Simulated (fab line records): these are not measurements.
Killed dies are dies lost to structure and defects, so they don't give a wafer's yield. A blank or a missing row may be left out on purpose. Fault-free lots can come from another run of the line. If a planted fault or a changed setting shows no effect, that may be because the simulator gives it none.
Which of the tools did it?	flow n5-finfet	7 lots, 20 wafers sampled, at 8 steps of a route of 1938

## WHAT EACH GAUGE READ, for each wafer
N5_BEOL_M12_OCD_MEAS_35. Usual: trench-depth-nm at 319 nm, with a standard deviation of 6.7.
lot	measured	on	trench-depth-nm (nm)	flag
L657	day 12 06:28	ocd-02	322 310 319	
L655	day 12 12:15	ocd-02	319 315 310	
L664	day 14 06:36	ocd-01	283 287 291	OFF
L663	day 15 02:57	ocd-02	284 285 291	OFF
L667	day 15 08:08	ocd-02	325 315	
L669	day 15 16:22	ocd-02	314 329 315	
L673	day 17 05:01	ocd-01	313 315 313	

N5_BEOL_M12_THK_MEAS_50: measures by xrf. Usual: for M12_THK the level is 324 nm and the standard deviation is 7.4.
lot	measured	on	M12_THK (nm)	flag
L657	day 12 10:03	film-metro-01	324 312 323	
L655	day 12 19:38	film-metro-02	327 321 317	
L664	day 14 09:29	film-metro-01	286 291 293	OFF
L663	day 15 04:38	film-metro-02	291 289 297	OFF
L667	day 15 12:01	film-metro-02	329 320	
L669	day 15 23:44	film-metro-02	318 335 318	
L673	day 17 07:10	film-metro-01	319 317 318	

N5_BEOL_M12_RS_MEAS_54: measurement is done with a four-point probe. Usual: for M12_RS the level is 0.0599 ohm/sq and the standard deviation is 0.0013.
lot	measured	on	M12_RS (ohm/sq)	flag
L657	day 12 10:10	film-metro-02	0.0596 0.0619 0.0598	
L655	day 12 19:46	film-metro-01	0.0596 0.0605 0.0616	
L664	day 14 09:37	film-metro-02	0.0681 0.0667 0.0660	OFF
L663	day 15 04:47	film-metro-02	0.0674 0.0674 0.0656	OFF
L667	day 15 12:08	film-metro-01	0.0590 0.0608	
L669	day 15 23:52	film-metro-02	0.0610 0.0580 0.0609	
L673	day 17 07:17	film-metro-01	0.0606 0.0608 0.0611	

N5_BEOL_M15_RC_MEAS_101. Usual: COMB_M10 1.4e-11 S/m, standard deviation 3.6e-12; COMB_M11 1.4e-11 S/m, standard deviation 3.2e-12; COMB_M12 6.2e-12 S/m, standard deviation 1.4e-12; COMB_M13 4.6e-12 S/m, standard deviation 1e-12; COMB_M14 3.5e-12 S/m, standard deviation 7.1e-13; COMB_M15 2.1e-12 S/m, standard deviation 4.7e-13; COMB_M5 3.5e-11 S/m, standard deviation 7.4e-12; COMB_M6 2.6e-11 S/m, standard deviation 5.8e-12; COMB_M7 2.5e-11 S/m, standard deviation 5.2e-12; COMB_M8 2.6e-11 S/m, standard deviation 5.3e-12; COMB_M8_max_site 3.7e-11 S/m, standard deviation 8.5e-12; COMB_M9 1.4e-11 S/m, standard deviation 3.3e-12; SERP_M10 3.08 ohm/um, standard deviation 0.13; SERP_M11 3.10 ohm/um, standard deviation 0.097; SERP_M12 0.637 ohm/um, standard deviation 0.021; SERP_M12_max_site 0.650 ohm/um, standard deviation 0.021; SERP_M13 0.311 ohm/um, standard deviation 0.0098; SERP_M14 0.164 ohm/um, standard deviation 0.0078; SERP_M5 39.7 ohm/um, standard deviation 2.1; SERP_M6 14.3 ohm/um, standard deviation 0.76; SERP_M7 13.9 ohm/um, standard deviation 0.65; SERP_M9 3.10 ohm/um, standard deviation 0.12; SERP_M9_max_site 3.20 ohm/um, standard deviation 0.12.
lot	measured	on	COMB_M10 (S/m)	COMB_M11 (S/m)	COMB_M12 (S/m)	COMB_M13 (S/m)	COMB_M14 (S/m)	COMB_M15 (S/m)	COMB_M5 (S/m)	COMB_M6 (S/m)	COMB_M7 (S/m)	COMB_M8 (S/m)	COMB_M8_max_site (S/m)	COMB_M9 (S/m)	SERP_M10 (ohm/um)	SERP_M11 (ohm/um)	SERP_M12 (ohm/um)	SERP_M12_max_site (ohm/um)	SERP_M13 (ohm/um)	SERP_M14 (ohm/um)	SERP_M5 (ohm/um)	SERP_M6 (ohm/um)	SERP_M7 (ohm/um)	SERP_M9 (ohm/um)	SERP_M9_max_site (ohm/um)	flag
L657	day 13 11:24	prober-02	1.4e-11 2.7e-11 2.9e-11	1.7e-11 1.9e-11 1.8e-11	6.2e-12 9e-12 6.2e-12	3.9e-12 5.5e-12 6e-12	4.1e-12 2.8e-12 4.1e-12	2.4e-12 2.1e-12 2.1e-12	4e-11 5.2e-11 5e-11	3.2e-11 3.2e-11 2.6e-11	1.9e-11 1.9e-11 2.5e-11	2.5e-11 1.9e-11 2.1e-11	3.6e-11 2.4e-11 2.5e-11	9e-12 1.7e-11 1.4e-11	3.10 3.00 3.00	3.09 2.98 3.00	0.652 0.639 0.657	0.668 0.652 0.667	0.312 0.316 0.316	0.167 0.175 0.149	41.1 40.7 39.1	14.4 14.7 14.2	13.6 14.6 13.8	3.03 2.88 2.95	3.09 2.98 3.09	
L655	day 13 16:36	prober-02	1.4e-11 2.3e-11 2.2e-11	1.6e-11 1.7e-11 1.5e-11	6.2e-12 5.3e-12 6.1e-12	5.9e-12 4.3e-12 4.4e-12	3.2e-12 3e-12 3.5e-12	2.6e-12 1.6e-12 2.1e-12	5.1e-11 3.2e-11 3.1e-11	2e-11 2.6e-11 2.9e-11	3.1e-11 2.4e-11 2.4e-11	3.6e-11 2.8e-11 2.2e-11	4e-11 3.3e-11 3.6e-11	1.4e-11 1.5e-11 1.3e-11	2.93 3.00 2.99	3.27 3.14 3.10	0.625 0.646 0.639	0.642 0.650 0.660	0.320 0.307 0.302	0.162 0.174 0.164	43.5 40.7 44.5	14.3 13.7 13.3	14.4 14.6 14.7	3.03 3.17 3.14	3.21 3.21 3.32	
L664	day 15 03:38	prober-01	1.1e-11 1.1e-11 1.3e-11	1.3e-11 1.4e-11 1.3e-11	6.5e-12 5.3e-12 4.8e-12	4.9e-12 4.3e-12 4.5e-12	2.8e-12 3.9e-12 3.2e-12	2.5e-12 2e-12 2.8e-12	2.9e-11 4.3e-11 2.6e-11	3.5e-11 2.5e-11 2.2e-11	2.7e-11 2.4e-11 2.3e-11	2.5e-11 3e-11 2e-11	4.2e-11 3.3e-11 3.6e-11	1.2e-11 1.1e-11 2e-11	3.16 2.86 2.93	3.28 2.98 3.12	0.746 0.713 0.715	0.759 0.724 0.734	0.307 0.328 0.314	0.158 0.166 0.170	38.0 39.4 40.1	13.9 13.9 13.8	13.4 13.4 13.4	2.96 3.10 3.09	3.08 3.25 3.15	OFF
L663	day 15 20:40	prober-01	1.2e-11 8e-12 1.5e-11	1.2e-11 1.4e-11 1.6e-11	4.9e-12 6.3e-12 4.2e-12	5.1e-12 4.2e-12 5.9e-12	2.9e-12 3.2e-12 3e-12	1.8e-12 2.4e-12 1.8e-12	3.5e-11 3.8e-11 3.6e-11	2.5e-11 1.9e-11 1.6e-11	3.5e-11 2.6e-11 2.1e-11	2.7e-11 2.4e-11 2.2e-11	5e-11 3.6e-11 3.2e-11	1.3e-11 1.5e-11 1e-11	3.17 3.27 3.12	3.02 3.15 3.04	0.679 0.701 0.676	0.692 0.717 0.685	0.306 0.305 0.310	0.168 0.155 0.163	37.5 38.3 36.2	13.8 13.4 14.6	13.1 12.6 13.0	3.00 3.25 3.04	3.06 3.34 3.08	
L667	day 16 06:54	prober-01	1.2e-11 1.2e-11	1.3e-11 1.3e-11	6.9e-12 5.8e-12	5.4e-12 5e-12	2.8e-12 4.2e-12	1.2e-12 2.7e-12	3e-11 2.9e-11	3.4e-11 3.1e-11	2.1e-11 2.1e-11	2e-11 2.3e-11	3.1e-11 3e-11	2.2e-11 1.2e-11	2.97 3.06	3.04 2.87	0.607 0.655	0.627 0.671	0.300 0.292	0.170 0.175	37.5 40.6	17.2 14.3	14.4 13.4	3.28 3.06	3.34 3.13	
L669	day 16 21:48	prober-01	1.3e-11 1.6e-11 1.4e-11	1.5e-11 1.5e-11 1.6e-11	8.7e-12 5.7e-12 5e-12	3.6e-12 4.2e-12 4.1e-12	2.8e-12 4.9e-12 2.8e-12	2.1e-12 1.9e-12 2.4e-12	3.5e-11 3.8e-11 3.9e-11	3.5e-11 2.4e-11 1.6e-11	2.9e-11 2.7e-11 3e-11	2.5e-11 1.9e-11 2.7e-11	3.4e-11 2.7e-11 3.9e-11	1.7e-11 1.5e-11 1.5e-11	2.96 3.30 2.97	3.02 3.04 3.29	0.637 0.640 0.626	0.652 0.654 0.635	0.307 0.311 0.313	0.156 0.149 0.172	38.5 36.9 39.8	13.4 13.5 14.6	14.0 13.1 13.7	2.97 3.06 3.02	3.17 3.14 3.16	
L673	day 17 22:12	prober-01	1.7e-11 1.3e-11 1.7e-11	1.4e-11 1.1e-11 1e-11	9e-12 6.4e-12 5e-12	6.7e-12 6e-12 5.3e-12	2.6e-12 2.6e-12 3e-12	1.8e-12 1.8e-12 1.5e-12	2.9e-11 2.7e-11 3.1e-11	3.3e-11 3.2e-11 3e-11	1.8e-11 3.3e-11 2.8e-11	3.9e-11 2.2e-11 3.3e-11	5.9e-11 2.8e-11 4.2e-11	1.3e-11 1.3e-11 1.7e-11	2.90 2.86 2.86	3.12 3.04 3.11	0.651 0.671 0.672	0.663 0.685 0.685	0.310 0.312 0.306	0.167 0.165 0.170	36.3 40.4 37.7	14.5 14.1 14.7	14.1 12.5 13.8	3.13 3.05 3.12	3.26 3.21 3.18	

## WHAT TOOL EACH LOT RAN ON (gives the tool, then ch and the chambers of the sampled wafers, and finally the start)
lot	N5_BEOL_M12_TRENCH_ETCH_34	N5_BEOL_M12_STRIP_37	N5_BEOL_M12_DEGAS_41	N5_BEOL_M12_ANNEAL_48
L657	rie-diel-01 ch 0,2, day 12 06:19	plasma-asher-01 ch 0,1, day 12 06:30	pvd-sputter-03, day 12 08:39	rtp-anneal-01 ch 0, day 12 09:30
L655	rie-diel-01 ch 0,1, day 12 12:05	plasma-asher-01 ch 0,1, day 12 12:19	pvd-sputter-01, day 12 18:23	rtp-anneal-01 ch 0, day 12 19:08
L664	rie-diel-01 ch 0,1,3, day 14 06:26	plasma-asher-02 ch 0, day 14 06:41	pvd-sputter-01, day 14 08:24	rtp-anneal-01 ch 0, day 14 08:57
L663	rie-diel-01 ch 0,1,2, day 15 02:47	plasma-asher-02 ch 0,1, day 15 02:59	pvd-sputter-03, day 15 03:33	rtp-anneal-01 ch 0, day 15 04:03
L667	rie-diel-06 ch 0,3, day 15 07:59	plasma-asher-01 ch 0,1, day 15 08:11	pvd-sputter-03, day 15 10:55	rtp-anneal-01 ch 0, day 15 11:25
L669	rie-diel-03 ch 1,2,3, day 15 16:13	plasma-asher-01 ch 0,1, day 15 16:25	pvd-sputter-02, day 15 22:08	rtp-anneal-02 ch 0, day 15 23:09
L673	rie-diel-03 ch 0,1, day 17 04:52	plasma-asher-02 ch 0,1, day 17 05:03	pvd-sputter-02, day 17 06:04	rtp-anneal-02 ch 0, day 17 06:34
- N5_BEOL_M12_TRENCH_ETCH_34: etches SiOC in C4F8/O2/Ar, target depth 318.95 nm, time 125.5 s.
- N5_BEOL_M12_STRIP_37: strips in N2/H2.
- N5_BEOL_M12_DEGAS_41: time 60 s.
- N5_BEOL_M12_ANNEAL_48: time 90 s.

## AS READ BY THE TOOLS THEMSELVES (means over the sampled wafers that have a number; for cases with no such wafer, the mark the record gives instead)
N5_BEOL_M12_TRENCH_ETCH_34. Usual: chamber-pressure-mTorr 30.000 mTorr, standard deviation 0.026; drypump-motor-current-A 5.9 A, standard deviation 0.41; oes-product-au 0.77 a.u., standard deviation 0.077; rf-vpp-V 664.9 V, standard deviation 2.4; showerhead-plenum-p-Torr 3.41 Torr, standard deviation 0.083; throttle-valve-pct 24.27 %, standard deviation 0.29.
lot	tool	chamber-pressure-mTorr (mTorr)	drypump-motor-current-A (A)	oes-product-au (a.u.)	rf-vpp-V (V)	showerhead-plenum-p-Torr (Torr)	throttle-valve-pct (%)	flag
L657	rie-diel-01	30.008	6.3	0.82	667.6	3.49	24.34	
L655	rie-diel-01	29.994	6.1	0.71	663.6	3.36	24.30	
L664	rie-diel-01	30.003	6.2	0.78	664.5	3.38	24.27	
L663	rie-diel-01	30.008	6.2	0.74	664.7	3.41	24.35	
L667	rie-diel-06	29.991	5.5	0.76	667.5	3.52	24.38	
L669	rie-diel-03	30.018	5.7	0.74	663.8	3.36	24.08	
L673	rie-diel-03	29.990	5.9	0.69	664.4	3.41	24.67	

N5_BEOL_M12_STRIP_37. Usual: drypump-motor-current-A 5.3 A, standard deviation 0.33; heater-power-w 329 W, standard deviation 44; oes-product-au 0.791 a.u., standard deviation 0.0099.
lot	tool	drypump-motor-current-A (A)	heater-power-w (W)	oes-product-au (a.u.)	flag
L657	plasma-asher-01	4.9	356	0.797	
L655	plasma-asher-01	4.9	352	0.790	
L664	plasma-asher-02	5.7	355	0.780	
L663	plasma-asher-02	5.6	314	0.801	
L667	plasma-asher-01	4.9	356	0.800	
L669	plasma-asher-01	4.9	346	0.799	
L673	plasma-asher-02	5.5	293	0.794	

N5_BEOL_M12_DEGAS_41. Usual: heater-power-w at 343 W, with a standard deviation of 47.
lot	tool	heater-power-w (W)	flag
L657	pvd-sputter-03	310	
L655	pvd-sputter-01	417	
L664	pvd-sputter-01	336	
L663	pvd-sputter-03	312	
L667	pvd-sputter-03	312	
L669	pvd-sputter-02	325	
L673	pvd-sputter-02	308	

N5_BEOL_M12_ANNEAL_48. Usual: anneal-temp-c 225.02 C, standard deviation 0.18; anneal-temp-c-max 226.08, standard deviation 0.27; wafer_temp_C_max 226.0, standard deviation 0.38.
lot	tool	anneal-temp-c (C)	anneal-temp-c-max	wafer_temp_C_max	flag
L657	rtp-anneal-01	225.15	226.51	225.7	
L655	rtp-anneal-01	225.01	226.09	226.0	
L664	rtp-anneal-01	224.78	225.88	226.0	
L663	rtp-anneal-01	225.00	226.19	225.7	
L667	rtp-anneal-01	225.19	226.19	225.7	
L669	rtp-anneal-02	225.04	225.95	226.5	
L673	rtp-anneal-02	225.01	226.02	226.6	

## THE ANSWER, worked out from the rows above alone
Rule: a lot counts as off when the mean over its wafers that have a number is more than 3 standard deviations away from the usual mean. Also off: a lot with no number at a reading for which 4 or more lots have one. All remaining lots with rows at the step are treated as sound. First the gauges in route order, then the tools' own readings, where a lot's mean is used as printed above. The first step at which some lot is off is used, and at that step the reading that is off furthest; a lot without a number counts as furthest.
Off at N5_BEOL_M12_OCD_MEAS_35 (trench-depth-nm): L664, L663.
A tool fits if, at a process step before that reading, it ran every lot that is off, and no sound lot after the first of them. The gauges at N5_BEOL_M12_OCD_MEAS_35 aren't tried: what is off there is off at N5_BEOL_M12_THK_MEAS_50 too, on other tools, and a gauge's error can't cause that. One fits: rie-diel-01 at N5_BEOL_M12_TRENCH_ETCH_34. Its last sound lot is L655 (day 12 12:05), its first lot that is off L664 (day 14 06:26): a fault that began between those two fits.

## WHAT THE SIMULATOR HAD INSERTED
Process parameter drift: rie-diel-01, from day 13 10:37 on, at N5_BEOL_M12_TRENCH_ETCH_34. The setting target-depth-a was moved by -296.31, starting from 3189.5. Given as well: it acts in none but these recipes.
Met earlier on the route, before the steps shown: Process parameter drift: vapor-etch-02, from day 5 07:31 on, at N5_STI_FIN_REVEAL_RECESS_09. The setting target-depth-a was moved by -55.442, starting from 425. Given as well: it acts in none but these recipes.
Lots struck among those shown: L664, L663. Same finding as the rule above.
